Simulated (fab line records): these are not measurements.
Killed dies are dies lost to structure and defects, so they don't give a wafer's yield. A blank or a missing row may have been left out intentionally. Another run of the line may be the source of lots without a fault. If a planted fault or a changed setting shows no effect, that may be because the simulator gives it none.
A lot that was struck, set against a sound lot	flow nand_harc	19 steps out of a route of 1302
Sound: these wafers, L339.3, L339.4, L339.5. Wafers L344.1, L344.2, L344.5 were the ones struck. Last of all comes the cause.
At each step with rows: each side's tool, then ch and its chambers, then its first start. Under that, the readings that differ: sound wafers	struck wafers	difference of the means	sigmas: that difference in standard deviations of wafers without a fault.
alike: readings with means less than 2 such deviations apart, plus words and numbers identical on both sides. not compared: withheld readings, readings lacking a value on some wafer, bounds such as >300 that could conceal the same value, and numbers that have no deviation in the record and whose values overlap.
A row with sigmas, a row that says differs or no value, or rows on one side alone: a step with any of these is where the two part. Non-overlapping numbers with no deviation appear without sigmas and do not part them. Lack of a reading on every wafer of one side parts them only where that side has two or more wafers.

NHARC_P_GATE_CD_MEAS_59: target cd 720 nm.
  sound on cd_sem-01 ch 0, day 7 09:43; struck on cd_sem-02 ch 0, day 9 09:14
  alike: cd_nm
then, 1 step without rows for these wafers: NHARC_P_GATE_HARDBAKE_60 (time 80 s).
NHARC_P_GATE_DESCUM_61: chemistry O2, time 3 s.
  sound on rie_diel-13 ch 1,3, day 7 09:53; struck on rie_diel-01 ch 2,3, day 9 09:24
  alike: drypump_motor_current_A, oes_product_au, rf_vpp_V, showerhead_plenum_p_Torr, throttle_valve_pct
  not compared: rf_hours_counter_h
after that, 1 step had no rows for these wafers: NHARC_P_GATE_IMPLANT_62.
NHARC_P_GATE_STRIP_112: strips in N2/H2, time 200 s.
  sound on plasma_asher-01 ch 0,1, day 7 10:19; struck on plasma_asher-02 ch 0,1, day 9 09:46
  alike: drypump_motor_current_A, heater_power_w
  not compared: rf_hours_counter_h
NHARC_P_GATE_STRIP_76: strips in O2.
  sound on plasma_asher-01 ch 0,1, day 7 10:31; struck on plasma_asher-02 ch 0,1, day 9 10:02
  alike: drypump_motor_current_A, heater_power_w
  not compared: rf_hours_counter_h
then, 6 steps without rows for these wafers: NHARC_P_GATE_STRIP_63 (strips in SPM, time 900 s); NHARC_P_GATE_DEHYDRATE_83 (time 120 s); NHARC_P_GATE_HMDS_84 (time 30 s); NHARC_P_GATE_COAT_85; NHARC_P_GATE_SOFTBAKE_86 (time 95 s); NHARC_P_GATE_EBR_87.
NHARC_P_GATE_EXPOSE_88: exposes mask P HVN, target cd 2000 nm.
  sound on krf_scanner-04 ch 0, day 7 11:09; struck on krf_scanner-04 ch 0, day 9 10:40
reading	sound	struck	difference	sigmas
mask	P_HVN#0 P_HVN#0 P_HVN#0	P_HVN_R1#0 P_HVN_R1#0 P_HVN_R1#0	differs	
then, 2 steps without rows for these wafers: NHARC_P_GATE_PEB_89 (peb time 85 s); NHARC_P_GATE_DEVELOP_90 (time 70 s).
NHARC_P_GATE_CD_MEAS_91: target cd 2000 nm.
  sound on cd_sem-02 ch 0, day 7 11:18; struck on cd_sem-01 ch 0
reading	sound	struck	difference	sigmas
cd_nm (nm)	1996.9 1998.5 2000.9	1967.7 1967.6 1970.0	-30.3	-15
  not compared: hold
NHARC_P_GATE_DESCUM_93: chemistry O2, time 3 s.
  sound on rie_diel-01 ch 0,1,3, day 7 11:27; struck on rie_diel-05 ch 0,3, day 9 19:19
reading	sound	struck	difference	sigmas
model.P_GATE.cd_nm (nm)	1998 1998 2001	1968 1968 1970	-30	
  alike: drypump_motor_current_A, oes_product_au, rf_vpp_V, showerhead_plenum_p_Torr, throttle_valve_pct
  not compared: rf_hours_counter_h
after that, 1 step had no rows for these wafers: NHARC_P_GATE_IMPLANT_94.
-- jump in the record: it breaks off in module P_GATE and resumes in module END (first step shown: number 1302 of the route), and 21 days separate the struck wafers' starts before and after --
NHARC_END_SORT_01:
  the record has rows for the struck wafers here (prober-01 ch 0, day 31 00:03) and none for the sound ones

## WHERE THEY PART
Earliest at NHARC_P_GATE_EXPOSE_88; latest, in this record, at NHARC_END_SORT_01.

WHY: whatever the simulator had introduced
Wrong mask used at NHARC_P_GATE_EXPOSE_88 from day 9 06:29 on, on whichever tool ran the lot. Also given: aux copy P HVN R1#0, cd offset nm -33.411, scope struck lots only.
